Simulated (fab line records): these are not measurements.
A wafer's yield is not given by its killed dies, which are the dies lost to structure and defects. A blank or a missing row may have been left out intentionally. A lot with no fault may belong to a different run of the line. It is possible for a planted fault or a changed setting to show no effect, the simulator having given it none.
A struck lot beside a sound one | flow nandHarc | 39 steps out of a route of 1159
Sound: these wafers, L479.2, L479.4, L479.5. Wafers struck: L486.3, L486.4, L486.6. The cause is named last.
For every step that has rows: the tool of each side, followed by ch and its chambers, followed by its first start. Under that, the readings that differ: sound wafers | struck wafers | difference of the means | sigmas: that difference in standard deviations of wafers without a fault.
alike: readings whose means differ by less than 2 such deviations, and words and numbers that are the same on both sides. not compared: withheld readings, readings that some wafer has no value for, bounds like >300 that may hide the same value, and numbers for which the record gives no deviation and whose values overlap.
A row with sigmas, a row that says differs or no value, or rows on one side alone: a step with any of these is where the two part. When numbers do not overlap yet have no deviation, they are printed without sigmas and do not part them. A reading that every wafer of one side lacks parts them only if that side has two wafers or more.

first, 2 steps without rows for these wafers: NHARC_THIN_TSV_ETCH_44 (etches the open film in CF4/O2, target depth 1594.2 nm, time 797.1 s); NHARC_THIN_TSV_ETCH_15 (target depth 3000 nm, bosch target overetch cycles 2, bosch etch step 2.8 s).
NHARC_THIN_TSV_CD_MEAS_16:
  sound: cdSem-03 at day 21 05:23; struck: cdSem-02 at day 23 05:48
  alike: cdNm
then, 2 steps without rows for these wafers: NHARC_THIN_TSV_STRIP_45 (strips in O2); NHARC_THIN_TSV_STRIP_46 (strips in post etch residue remover, time 1200 s).
NHARC_THIN_TSV_DEP_47: deposits SiO2, target thk 200 nm.
  sound on pecvd-01 ch 0,1, day 21 06:19; struck on pecvd-01 ch 0,1,2, day 23 06:46
  alike: rfFwdPowerW, showerheadVppV, throttleValvePct
then, 2 steps without rows for these wafers: NHARC_THIN_TSV_ETCHBACK_48 (etches the open film in C4F8/Ar, target depth 1028.5 nm, time 405.17 s); NHARC_THIN_TSV_STRIP_62 (strips in N2/H2, time 20 s).
NHARC_THIN_TSV_DEGAS_49: time 120 s.
  sound: pvdSputter-02 at day 21 07:11; struck: pvdSputter-01 at day 23 07:37
  alike: heaterPowerW, susceptorTempC
then, 1 step without rows for these wafers: NHARC_THIN_TSV_PRE_CLEAN_50 (time 30 s).
NHARC_THIN_TSV_PVD_19: deposits TaN, target thk 20 nm.
  sound on pvdSputter-02; struck on pvdSputter-01
  alike: throttleValvePct
then, 1 step without rows for these wafers: NHARC_THIN_TSV_PVD_51 (deposits Cu, target thk 100 nm).
NHARC_THIN_TSV_ECD_20: material Cu, target thk 2000 nm.
  sound on ecdCu-01 ch 0,1, day 21 07:45; struck on ecdCu-01 ch 0,1, day 23 08:16
then, 3 steps without rows for these wafers: NHARC_THIN_TSV_ANNEAL_52 (time 90 s); NHARC_THIN_TSV_CMP_21 (polishes, t overpolish 30 s, target thk 2000 nm); NHARC_THIN_TSV_SRD_23.
NHARC_THIN_TSV_DEGAS_53: time 60 s.
  sound: pvdSputter-02 at day 21 09:11; struck: pvdSputter-02 at day 23 09:35
  alike: heaterPowerW, susceptorTempC
NHARC_THIN_TSV_PRE_CLEAN_54: time 30 s.
  sound: pvdSputter-02 at day 21 09:16; struck: pvdSputter-02 at day 23 09:40
  alike: heaterPowerW, susceptorTempC
then, 10 steps without rows for these wafers: NHARC_THIN_TSV_PVD_55 (deposits TiN, target thk 50 nm); NHARC_THIN_TSV_PVD_24 (deposits Al, target thk 800 nm); NHARC_THIN_TSV_DEHYDRATE_25 (time 120 s); NHARC_THIN_TSV_HMDS_26 (time 30 s); NHARC_THIN_TSV_COAT_27; NHARC_THIN_TSV_SOFTBAKE_28 (time 95 s); NHARC_THIN_TSV_EBR_29; NHARC_THIN_TSV_EXPOSE_30 (exposes mask PAD); NHARC_THIN_TSV_PEB_31 (peb time 85 s); NHARC_THIN_TSV_DEVELOP_32 (time 70 s).
NHARC_THIN_TSV_CD_MEAS_33: the cd target is 5000 nm.
  sound on cdSem-02 ch 0, day 21 10:12; struck on cdSem-01 ch 0, day 23 10:46
  alike: cdNm
then, 6 steps without rows for these wafers: NHARC_THIN_TSV_HARDBAKE_34 (time 80 s); NHARC_THIN_TSV_DESCUM_35 (chemistry O2, time 3 s); NHARC_THIN_TSV_ETCH_59 (etches the open film in Cl2/BCl3, target depth 880 nm, time 138.1 s); NHARC_THIN_TSV_ETCH_36 (etches the open film in Cl2/BCl3, target depth 65 nm, time 18.571 s); NHARC_THIN_TSV_STRIP_56 (strips in O2); NHARC_THIN_TSV_STRIP_57 (strips in post etch residue remover, time 1200 s).
NHARC_THIN_TSV_CD_MEAS_37:
  sound: cdSem-02 at day 21 11:39; struck: cdSem-02 at day 23 12:13
  alike: cdNm
then, 1 step without rows for these wafers: NHARC_THIN_TSV_ANNEAL_58 (time 1800 s).
NHARC_END_WLT_00:
  sound: prober-02 at day 21 22:05; struck: prober-01 at day 23 17:28
  alike: VT_DECK1_BOTTOM, VT_DECK1_BOTTOM_INNER, VT_DECK1_MEDIAN_NEAR_BOTTOM, VT_DECK1_MEDIAN_NEAR_BOTTOM_INNER, VT_DECK1_MIDDLE, VT_DECK1_MIDDLE_INNER, VT_DECK1_TOP, VT_DECK1_TOP_INNER
NHARC_END_SORT_01:
  sound on prober-02 ch 0, day 22 01:26; struck on prober-01 ch 0, day 23 21:03
reading                | sound          | struck         | difference | sigmas
defectLimitedYield (%) | 95.4 95.3 95.4 | 53.6 56.7 54.5 | -40.4      | -25
killedAtOther          | 2 0 0          | 299 276 294    | +289       | +99 or more
killedDies             | 31 32 31       | 314 293 308    | +274       | +25
sort_bin_2_pct (%)     | 2.5 1.2 1.0    | 16.2 14.5 15.5 | +13.8      | +20
sort_bin_3_pct (%)     | 0.59 0 0.15    | 2.66 3.25 2.36 | +2.51      | +12
sort_bin_4_pct (%)     | 1.5 3.5 3.4    | 27.5 25.6 27.6 | +24.1      | +24
sortNPass              | 646 645 646    | 363 384 369    | -274       | -25
sortRimYieldPct (%)    | 96.2 94.3 90.6 | 53.8 52.8 57.5 | -39.0      | -14
sortYieldPct (%)       | 95.4 95.3 95.4 | 53.6 56.7 54.5 | -40.4      | -25
  alike: killedAtArray, killedAtPeriphery, killedOpen, killedShort

== WHERE THEY PART ==
Only at NHARC_END_SORT_01, as far as this record shows.

WHY: what the simulator had put in
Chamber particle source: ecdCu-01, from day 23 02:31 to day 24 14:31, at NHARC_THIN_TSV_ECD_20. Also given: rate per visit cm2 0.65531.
